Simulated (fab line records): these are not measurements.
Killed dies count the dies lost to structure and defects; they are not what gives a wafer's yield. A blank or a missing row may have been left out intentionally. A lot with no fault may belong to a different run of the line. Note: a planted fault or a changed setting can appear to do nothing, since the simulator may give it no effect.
fab line records -- flow nand-harc
[record] lots = 11, wafers = 33, last-day = 25
route steps=1159 shown A_CHANNEL_HOLE_D1@467 END@1159
lots that met no fault: taken from a fault-free run of the same line
start-h: hours from the record's first day to the start of the lot's first wafer shown -- wait-h: how many hours have passed since the lot's step before this one -- " unchanged from the row above -- L1.1+2: a row that stands for several wafers -- - either no value or no given start -- * or withheld: withheld -- < > ~ a bound
route shown NAME@n: a module of which the file shows steps, and the number in the route of the first -- usual: mean/standard deviation taken from wafers without a fault -- same: alike in all rows -- chamber/n: place in a boat -- sites: each site's reading -- _std_site: their standard deviation -- _edge_site: mean of outer sites minus mean of inner sites -- radius-mm: how far each site lies from the wafer's centre -- mask NAME#n: copy n -- behind: the tool/chamber that last shaped the wafer -- hold: reason for holding the lot/hours on hold/outcome of the hold -- device: the transistor (n, p or np) that didn't switch -- end of line: the same wafers' tests at the end of the route -- where a step has no rows: the recipe by itself -- killed: dies that structure and defects cost at the first sort, which is not the same as the wafer's yield -- map: shows each die of a wafer: x if killed, . if not, _ if none is there
set.NAME: setting as actually run; set.NAME@STEP: the setting as run at that earlier step -- model.NAME: the simulator's own value behind a step, which no gauge read
steps of the route over a sample of lots; a table a step, a row a wafer
services: the hour from which a tool's chamber was out of use, counted from the record's first day as start-h (under 0 if before that day), plus the number of hours and why
[[steps]]
[step NHARC_A_CHANNEL_HOLE_D1_ETCH_39]
[recipe] target-depth-a = 2600, over-etch-frac = 0.3, time-s = 325, ion-energy-ev = 200, n2-flow-sccm = 150, h2-flow-sccm = 150, ar-flow-sccm = 0, rf-w = 400, bias-w = 150, chemistry = N2/H2
[usual] drypump-motor-current-A = 5.8/0.37, mfc-ar-sccm = 0.004/0.0063, oes-product-au = 0.998/0.014, rf-vpp-V = 430.8/2.2, showerhead-plenum-p-Torr = 2.06/0.077, throttle-valve-pct = 14.171/0.0092
lot.wafer,tool,chamber,start-h,wait-h,drypump-motor-current-A,mfc-ar-sccm,oes-product-au,rf-hours-counter-h,rf-vpp-V,showerhead-plenum-p-Torr,throttle-valve-pct
L452.1,rie-diel-09,2,-,-,5.1,0,1.010,6.1,429.9,2.07,14.177
L452.6,rie-diel-09,3,-,-,6.0,0,1.021,-,430.0,2.03,14.173
L452.5,rie-diel-09,0,-,-,5.3,0.007,1.001,-,435.1,2.18,14.156
L456.4,rie-diel-08,0,-,-,5.9,0.004,0.982,3.8,430.7,2.05,14.181
L456.3,rie-diel-08,2,-,-,5.7,0,0.989,4.3,428.1,1.96,14.169
L456.6,rie-diel-08,0,-,-,5.8,0.004,0.983,-,431.8,2.05,14.157
L460.2,rie-diel-10,1,-,-,5.6,0.004,1.008,3.4,432.9,2.11,14.171
L460.1,rie-diel-10,2,-,-,6.1,0,0.987,3.7,430.3,2.05,14.165
L460.5,rie-diel-10,3,-,-,6.5,0.013,1.010,-,432.7,2.19,14.177
L465.1,rie-diel-08,1,-,-,5.8,0,1.004,7.9,427.7,1.92,14.179
L465.2,rie-diel-08,3,-,-,5.7,0,1.013,6.7,429.2,2.06,14.177
L465.3,rie-diel-08,0,-,-,5.9,0.004,0.977,7.5,430.5,2.05,14.164
L469.4,rie-diel-08,0,-,-,5.8,0.004,0.990,8.3,429.3,2.05,14.181
L469.6,rie-diel-08,3,-,-,5.7,0,1.015,-,429.9,2.06,14.173
L469.5,rie-diel-08,0,-,-,5.8,0.004,0.985,-,429.9,2.05,14.183
L468.1,rie-diel-10,1,-,-,5.6,0.004,1.007,7.3,431.7,2.11,14.169
L468.3,rie-diel-10,2,-,-,6.1,0,0.985,6.7,430.6,2.05,14.187
L468.5,rie-diel-10,0,-,-,5.7,0,1.007,-,431.9,2.09,14.162
L470.3,rie-diel-10,2,-,-,6.1,0,0.982,7.3,432.2,2.05,14.187
L470.1,rie-diel-10,1,-,-,5.6,0.004,1.013,7.9,431.0,2.11,14.162
L470.4,rie-diel-10,0,-,-,5.7,0,1.008,-,431.4,2.09,14.179
L472.3,rie-diel-08,3,-,-,5.7,0,1.007,8.6,431.2,2.06,14.173
L472.1,rie-diel-08,0,-,-,5.8,0.004,0.979,9.1,430.7,2.05,14.163
L472.6,rie-diel-08,2,-,-,5.7,0,0.990,-,428.1,1.95,14.178
L473.3,rie-diel-10,1,-,-,5.6,0.004,1.022,9.8,433.4,2.11,14.169
L473.6,rie-diel-10,3,-,-,6.6,0.013,1.026,-,435.1,2.19,14.177
L473.5,rie-diel-10,0,-,-,5.7,0,1.017,-,431.5,2.09,14.173
L474.2,rie-diel-09,2,-,-,5.1,0,0.988,4.4,433.0,2.07,14.171
L474.3,rie-diel-09,3,-,-,6.0,0,0.994,3.9,429.7,2.03,14.173
L474.1,rie-diel-09,0,-,-,5.3,0.007,0.993,3.7,433.7,2.18,14.170
L475.4,rie-diel-08,1,-,-,5.8,0,1.008,0.2,424.9,1.92,14.175
L475.1,rie-diel-08,2,-,-,5.7,0,1.004,0.1,428.1,1.95,14.168
L475.3,rie-diel-08,3,-,-,5.7,0,0.987,0.1,429.9,2.06,14.155
[step NHARC_A_CHANNEL_HOLE_D1_ETCH_23]
[recipe] bias-v = 5000, source-w = withheld, pressure-mtorr = 20, time-s = 819, ar-flow-sccm = 375, c4f8-flow-sccm = 89.3, o2-flow-sccm = 35.7, temp-c = -20, target-depth-a = 16000, chemistry = C4F8/O2/Ar
[usual] drypump-motor-current-A = 5.7/0.32, he-backside-leak-sccm = 5.6/0.61, mfc-ar-sccm = 375.1/1, showerhead-plenum-p-Torr = 3.81/0.056, throttle-valve-pct = 32.155/0.0093
lot.wafer,tool,chamber,start-h,wait-h,drypump-motor-current-A,he-backside-leak-sccm,mfc-ar-sccm,rf-hours-counter-h,showerhead-plenum-p-Torr,throttle-valve-pct
L452.1,har-etch-02,0,175.72,0.5,5.6,5.0,374.2,96,3.88,32.158
L452.5,har-etch-02,0,175.72,0.5,5.6,5.1,375.3,-,3.88,32.144
L452.6,har-etch-02,1,175.72,0.5,5.9,5.7,376.4,-,3.88,32.154
L456.3,har-etch-02,1,205.23,0.5,5.9,5.7,376.8,-,3.87,32.147
L456.4,har-etch-02,0,205.23,0.5,5.6,4.9,376.3,-,3.87,32.152
L456.6,har-etch-02,1,205.23,0.5,5.9,5.8,375.5,-,3.87,32.174
L460.1,har-etch-01,0,230.00,0.5,5.3,5.6,375.4,217,3.73,32.148
L460.2,har-etch-01,1,230.00,0.5,6.1,5.8,374.3,217,3.81,32.151
L460.5,har-etch-01,1,230.00,0.5,6.2,5.6,375.0,-,3.81,32.161
L465.2,har-etch-01,0,273.16,0.5,5.3,4.7,373.1,233,3.72,32.161
L465.1,har-etch-01,1,273.16,0.5,6.2,5.7,375.1,233,3.80,32.147
L465.3,har-etch-01,0,273.16,0.5,5.3,5.5,374.9,-,3.72,32.164
L469.4,har-etch-02,1,281.83,0.5,5.8,6.2,375.0,-,3.85,32.155
L469.6,har-etch-02,1,281.83,0.5,5.9,6.1,374.4,-,3.85,32.147
L469.5,har-etch-02,0,281.83,0.5,5.6,5.3,374.4,-,3.85,32.155
L468.1,har-etch-01,0,282.35,0.5,5.3,5.8,376.2,242,3.72,32.159
L468.3,har-etch-01,1,282.35,0.5,6.2,5.4,373.4,-,3.80,32.165
L468.5,har-etch-01,1,282.35,0.5,6.2,5.4,375.0,-,3.80,32.150
L470.1,har-etch-01,1,286.52,0.5,6.1,5.7,376.9,246,3.79,32.149
L470.3,har-etch-01,1,286.52,0.5,6.2,5.7,376.2,-,3.79,32.141
L470.4,har-etch-01,0,286.52,0.5,5.3,5.3,375.1,-,3.72,32.156
L472.1,har-etch-01,0,290.67,0.5,5.3,5.9,374.6,249,3.71,32.143
L472.3,har-etch-01,0,290.67,0.5,5.3,5.8,375.2,-,3.71,32.156
L472.6,har-etch-01,1,290.67,0.5,6.2,5.3,375.4,-,3.79,32.154
L473.3,har-etch-01,1,306.35,0.5,6.1,5.7,374.5,-,3.79,32.149
L473.6,har-etch-01,1,306.35,0.5,6.1,5.5,375.1,-,3.79,32.165
L473.5,har-etch-01,0,306.35,0.5,5.3,6.0,375.8,-,3.71,32.159
L474.1,har-etch-02,1,307.62,0.5,5.9,5.9,374.0,154,3.85,32.167
L474.2,har-etch-02,0,307.62,0.5,5.6,5.1,376.2,154,3.85,32.140
L474.3,har-etch-02,1,307.62,0.5,5.9,6.2,375.8,-,3.85,32.159
L475.1,har-etch-02,1,319.43,0.5,5.8,6.3,374.5,164,3.84,32.159
L475.4,har-etch-02,0,319.43,0.5,5.6,5.4,375.4,-,3.84,32.155
L475.3,har-etch-02,1,319.43,0.5,5.8,6.1,376.3,-,3.84,32.158
[step NHARC_A_CHANNEL_HOLE_D1_ETCH_26]
[recipe] bias-v = 300, source-w = 2000, pressure-mtorr = 30, time-s = 224.1, ar-flow-sccm = 375, c4f8-flow-sccm = 11.4, o2-flow-sccm = 113.6, temp-c = -20, target-depth-a = 3000, chemistry = C4F8/O2/Ar
[usual] drypump-motor-current-A = 5.7/0.32, he-backside-leak-sccm = 5.6/0.6, mfc-ar-sccm = 375.1/1.1, showerhead-plenum-p-Torr = 3.86/0.059, throttle-valve-pct = 24.585/0.0099
lot.wafer,tool,chamber,start-h,wait-h,drypump-motor-current-A,he-backside-leak-sccm,mfc-ar-sccm,rf-hours-counter-h,showerhead-plenum-p-Torr,throttle-valve-pct
L452.1,har-etch-02,0,178.09,0.8,5.6,5.0,374.8,98,3.93,24.590
L452.5,har-etch-02,0,178.09,0.8,5.6,5.0,376.0,-,3.93,24.573
L452.6,har-etch-02,1,178.09,0.8,5.9,6.1,374.5,-,3.93,24.579
L456.3,har-etch-02,1,207.39,0.5,5.9,5.8,374.9,-,3.92,24.593
L456.4,har-etch-02,0,207.39,0.5,5.6,4.9,375.8,-,3.92,24.581
L456.6,har-etch-02,1,207.39,0.5,5.9,5.9,374.6,-,3.93,24.582
L460.1,har-etch-01,0,232.33,0.7,5.3,5.4,376.2,219,3.78,24.580
L460.2,har-etch-01,1,232.33,0.7,6.1,5.5,376.0,219,3.86,24.582
L460.5,har-etch-01,1,232.33,0.7,6.2,5.5,374.3,-,3.86,24.590
L465.2,har-etch-01,0,275.50,0.7,5.3,5.3,375.0,235,3.77,24.581
L465.1,har-etch-01,1,275.50,0.7,6.1,5.8,375.2,235,3.85,24.584
L465.3,har-etch-01,0,275.50,0.7,5.3,5.4,374.5,-,3.77,24.570
L469.4,har-etch-02,1,283.99,0.5,5.9,5.9,375.5,-,3.91,24.583
L469.6,har-etch-02,1,283.99,0.5,5.9,6.0,376.4,-,3.91,24.591
L469.5,har-etch-02,0,283.99,0.5,5.6,5.1,375.9,-,3.91,24.591
L468.1,har-etch-01,0,284.70,0.7,5.3,5.5,375.6,244,3.76,24.588
L468.3,har-etch-01,1,284.70,0.7,6.2,9.2,374.7,-,3.85,24.600
L468.5,har-etch-01,1,284.70,0.7,6.1,5.6,374.6,-,3.85,24.584
L470.1,har-etch-01,1,288.84,0.7,6.1,5.4,374.6,248,3.84,24.558
L470.3,har-etch-01,1,288.84,0.7,6.1,5.4,374.9,-,3.84,24.587
L470.4,har-etch-01,0,288.84,0.7,5.3,5.3,375.6,-,3.76,24.582
L472.1,har-etch-01,0,293.02,0.7,5.3,5.8,374.9,252,3.76,24.599
L472.3,har-etch-01,0,293.02,0.7,5.3,5.7,375.8,-,3.76,24.582
L472.6,har-etch-01,1,293.02,0.7,6.2,5.9,375.8,-,3.84,24.577
L473.3,har-etch-01,1,308.52,0.5,6.1,5.9,373.4,-,3.84,24.592
L473.6,har-etch-01,1,308.52,0.5,6.1,5.5,375.5,-,3.84,24.577
L473.5,har-etch-01,0,308.52,0.5,5.3,5.6,375.0,-,3.76,24.592
L474.1,har-etch-02,1,309.96,0.7,5.8,6.2,374.2,157,3.90,24.581
L474.2,har-etch-02,0,309.96,0.7,5.6,5.2,376.0,157,3.90,24.587
L474.3,har-etch-02,1,309.96,0.7,5.9,6.0,374.0,-,3.90,24.607
L475.1,har-etch-02,1,321.68,0.6,5.9,6.1,377.4,166,3.89,24.578
L475.4,har-etch-02,0,321.68,0.6,5.6,5.2,373.7,-,3.89,24.591
L475.3,har-etch-02,1,321.68,0.6,5.9,5.8,376.0,-,3.89,24.604
[step NHARC_A_CHANNEL_HOLE_D1_ETCH_44]
[recipe] target-depth-a = 1400, overetch-a = 140, time-s = 77, ion-energy-ev = 100, cf4-flow-sccm = 80, o2-flow-sccm = 20, ar-flow-sccm = 0, rf-w = 300, bias-w = 100, chemistry = CF4/O2
[usual] drypump-motor-current-A = 5.8/0.4, mfc-ar-sccm = 0.004/0.0065, oes-product-au = 1.001/0.015, rf-vpp-V = 198.3/1.2, showerhead-plenum-p-Torr = 1.35/0.046, throttle-valve-pct = 13.398/0.0097
lot.wafer,tool,chamber,start-h,wait-h,drypump-motor-current-A,mfc-ar-sccm,oes-product-au,rf-hours-counter-h,rf-vpp-V,showerhead-plenum-p-Torr,throttle-valve-pct
L452.1,rie-diel-08,0,179.04,0.1,5.8,0.004,0.994,2.7,198.2,1.34,13.402
L452.5,rie-diel-08,3,179.04,0.1,5.7,0,1.023,-,197.9,1.35,13.398
L452.6,rie-diel-08,0,179.04,0.1,5.8,0.004,0.985,-,198.4,1.34,13.414
L456.3,rie-diel-08,2,208.27,0.0,5.7,0,0.983,4.6,196.3,1.28,13.415
L456.4,rie-diel-08,0,208.27,0.0,5.9,0.004,0.987,4.5,199.0,1.34,13.405
L456.6,rie-diel-08,2,208.27,0.0,5.7,0,0.998,-,196.8,1.28,13.386
L460.1,rie-diel-08,0,233.28,0.1,5.8,0.004,0.981,5.5,198.1,1.34,13.409
L460.2,rie-diel-08,1,233.28,0.1,5.8,0,0.991,6.0,196.1,1.26,13.393
L460.5,rie-diel-08,0,233.28,0.1,5.8,0.004,0.972,-,197.2,1.34,13.392
L465.3,rie-diel-08,1,276.45,0.1,5.8,0,1.005,8.6,196.0,1.26,13.400
L465.1,rie-diel-08,2,276.45,0.1,5.7,0,0.979,8.0,196.4,1.28,13.391
L465.2,rie-diel-08,0,276.45,0.1,5.8,0.004,0.930,7.9,197.9,1.34,13.395
L469.4,rie-diel-10,3,284.87,0.1,6.6,0.013,1.010,8.5,199.8,1.43,13.396
L469.6,rie-diel-10,3,284.87,0.1,6.6,0.013,1.013,-,198.1,1.43,13.406
L469.5,rie-diel-10,0,284.87,0.1,5.7,0,1.003,-,199.7,1.37,13.409
L468.3,rie-diel-09,0,285.66,0.0,5.3,0.007,0.992,2.5,201.3,1.42,13.402
L468.1,rie-diel-09,3,285.66,0.0,6.0,0,0.989,2.4,196.5,1.33,13.384
L468.5,rie-diel-09,0,285.66,0.0,5.3,0.007,0.987,-,199.0,1.42,13.406
L470.1,rie-diel-10,3,289.79,0.1,6.5,0.013,1.028,8.8,199.5,1.43,13.387
L470.4,rie-diel-10,0,289.79,0.1,5.7,0,0.998,9.4,197.7,1.37,13.391
L470.3,rie-diel-10,1,289.79,0.1,5.6,0.004,1.009,8.8,200.2,1.38,13.420
L472.1,rie-diel-10,3,293.96,0.1,6.6,0.013,1.028,9.0,198.7,1.43,13.380
L472.3,rie-diel-10,1,293.96,0.1,5.6,0.004,1.012,8.9,198.5,1.38,13.406
L472.6,rie-diel-10,3,293.96,0.1,6.6,0.013,1.020,-,198.4,1.43,13.411
L473.3,rie-diel-10,2,309.40,0.1,6.1,0,0.993,9.5,198.0,1.34,13.397
L473.6,rie-diel-10,2,309.40,0.1,6.1,0,1.003,-,197.9,1.34,13.378
L473.5,rie-diel-10,3,309.40,0.1,6.5,0.013,1.025,-,200.0,1.43,13.394
L474.1,rie-diel-10,0,310.90,0.1,5.7,0,1.012,11.0,198.3,1.37,13.399
L474.3,rie-diel-10,1,310.90,0.1,5.6,0.004,1.015,10.5,199.3,1.38,13.391
L474.2,rie-diel-10,3,310.90,0.1,6.6,0.013,1.021,10.1,198.8,1.43,13.404
L475.1,rie-diel-10,0,322.59,0.1,5.7,0,1.004,11.6,198.7,1.37,13.394
L475.4,rie-diel-10,1,322.59,0.1,5.6,0.004,1.020,11.1,198.0,1.38,13.387
L475.3,rie-diel-10,3,322.59,0.1,6.6,0.013,1.017,10.9,199.3,1.43,13.404
[step NHARC_END_SORT_01]
[recipe] temp-c = 25
[usual] killed-at-array = 29/10, killed-at-other = 0.7/1.1, killed-at-periphery = 3.3/2.4, killed-dies = 33/11, killed-open = 3.3/2, killed-short = 1.9/1.3
[same] gross-dies = 677
lot.wafer,tool,chamber,start-h,wait-h,killed-at-array,killed-at-other,killed-at-periphery,killed-dies,killed-open,killed-short
L465.1,prober-02,0,540.65,2.5,35,2,5,42,4,4
L465.2,prober-02,0,541.45,2.8,400,1,12,413,1,1
L465.3,prober-02,0,542.24,3.1,26,0,4,30,3,0
// killed by level:class
L465.1 A_CHANNEL_HOLE_D1:chamber-film-flake=19 A_ZERO_WELL:chamber-film-flake=4 A_CONTACT:chamber-film-flake=3 A_STAIRCASE:chamber-film-flake=3 THIN_TSV:chamber-film-flake=2 P_CONTACT:geometric-particle:short=1 P_M2:geometric-particle:short=1 A_SOURCE_PLATE:geometric-particle:open=1
L465.2 A_CHANNEL_HOLE_D1:area-etch=371 A_CHANNEL_HOLE_D1:chamber-film-flake=22 P_GATE:chamber-film-flake=6 A_CONTACT:chamber-film-flake=4 P_M1:chamber-film-flake=2 A_STAIRCASE:chamber-film-flake=2 P_GATE:geometric-particle:open=1 P_GATE:geometric-particle:short=1
L465.3 A_CHANNEL_HOLE_D1:chamber-film-flake=21 A_CONTACT:chamber-film-flake=2 P_CONTACT:geometric-particle:open=1 P_M0:geometric-particle:open=1 A_WL_FILL:geometric-particle:open=1 P_GATE:chamber-film-flake=1 P_M1:chamber-film-flake=1 A_ZERO_WELL:chamber-film-flake=1
[[services]]
tool,chamber,start-h,hours,kind
rie-diel-10,0,155.67,-,clean
rie-diel-10,1,155.67,-,clean
rie-diel-10,2,155.67,-,clean
rie-diel-10,3,155.67,-,clean
rie-diel-10,-,176.71,9.0,pm
rie-diel-10,0,176.71,9.0,vent-cycle
rie-diel-10,1,176.71,9.0,vent-cycle
rie-diel-10,2,176.71,9.0,vent-cycle
rie-diel-10,3,176.71,9.0,vent-cycle
rie-diel-08,0,180.76,1.9,repair
rie-diel-10,0,185.71,-,clean
rie-diel-10,1,185.71,-,clean
rie-diel-10,2,185.71,-,clean
rie-diel-08,0,240.09,7.6,repair
rie-diel-09,3,242.98,8.4,repair
rie-diel-09,-,254.11,9.0,pm
rie-diel-10,2,267.66,2.8,repair
rie-diel-09,1,273.46,4.7,repair
rie-diel-10,3,280.74,2.1,repair
rie-diel-08,1,285.38,1.6,repair
rie-diel-08,-,301.80,9.0,pm
har-etch-01,-,308.84,17.0,pm
har-etch-01,0,308.84,17.0,vent-cycle
har-etch-01,1,308.84,17.0,vent-cycle
[[key]]
[first-sign] step = NHARC_A_CHANNEL_HOLE_D1_ETCH_44, reading = oes-product-au, direction = down, sigmas = 4.8, usual = 1.001, struck = 0.930
[effect] step = NHARC_END_SORT_01, reading = killed-at-array, direction = up, sigmas = 36, usual = 29, struck = 400
[more-kills-born-at] NHARC_A_CHANNEL_HOLE_D1_ETCH_44@rie-diel-08 = 371
met-at NHARC_A_CHANNEL_HOLE_D1_ETCH_44
struck-lots L465
struck-wafers L465.2
later-rows-left-out L465.2
tester-left-out L465
not-acting-at NHARC_A_CHANNEL_HOLE_D1_ETCH_39,NHARC_A_CHANNEL_HOLE_D1_ETCH_23,NHARC_A_CHANNEL_HOLE_D1_ETCH_26
onset-between 233.28 276.45
[fault] kind = process-parameter-drift, tool = rie-diel-08, chamber = 0, onset-h = 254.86, steps = NHARC_A_CHANNEL_HOLE_D1_ETCH_44, channel = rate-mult, offset = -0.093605, shape = step, end-h = 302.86
// tester-left-out: of these lots the tester's yield and bins aren't shown, on N5 and GAA mostly nor the transistor test; their killed dies are dies lost to structure and defects alone, not to doping, threshold or leakage, so they don't give the yield
// later-rows-left-out: the simulator's readings of these wafers behind a module that went badly wrong aren't trusted and aren't shown, but for the sort
